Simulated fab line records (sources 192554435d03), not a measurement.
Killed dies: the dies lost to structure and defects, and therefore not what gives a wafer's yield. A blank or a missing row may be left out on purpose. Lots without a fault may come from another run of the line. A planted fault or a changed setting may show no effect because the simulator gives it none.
Chamber matching	flow n5_finfet	N5_FIN_SAQP_ETCH_52 on rie_diel-06: 4 sister chambers
The step etches SOC in N2/H2, target depth 100 nm, overetch 20 nm, time 150 s. 4 wafers are shown with their chamber, then 11 later ones without.

WAFERS, EACH WITH ITS CHAMBER
wafer	chamber	drypump_motor_current_A (A)
L087.2	2	5.4
L087.3	3	6.7
L087.4	1	4.8
L091.2	0	5.2

WAFERS WITH NO CHAMBER GIVEN
wafer	drypump_motor_current_A (A)
L091.4	4.8
L091.5	4.8
L092.1	5.2
L092.4	5.4
L092.6	4.8
L094.1	5.4
L094.2	4.9
L094.5	5.2
L095.2	5.1
L095.3	5.4
L095.5	5.4

THE CHAMBER EACH PASSED THROUGH
wafer	from the rows above	in truth
L091.4	1	1
L091.5	1	1
L092.1	0	0
L092.4	2	2
L092.6	1	1
L094.1	2	2
L094.2	1	1
L094.5	0	0
L095.2	0	0
L095.3	2	2
L095.5	2	2
11 of 11 placed correctly. Can't be placed from these rows: 0. Number placed wrongly: 0.
How it was worked out, from the rows above alone: a wafer's distance from a chamber is the root of the sum, over the readings, of the square of ((its reading less the chamber's mean) divided by the reading's scatter). The wafer belongs to the nearest chamber; if the next one is less than 2 further off, it can't be placed. For every chamber, the mean is computed from those of its wafers that are shown. The scatter (one wafer shown for each chamber): square how far every hidden wafer sits from the nearest shown wafer, average those squares and take the square root.
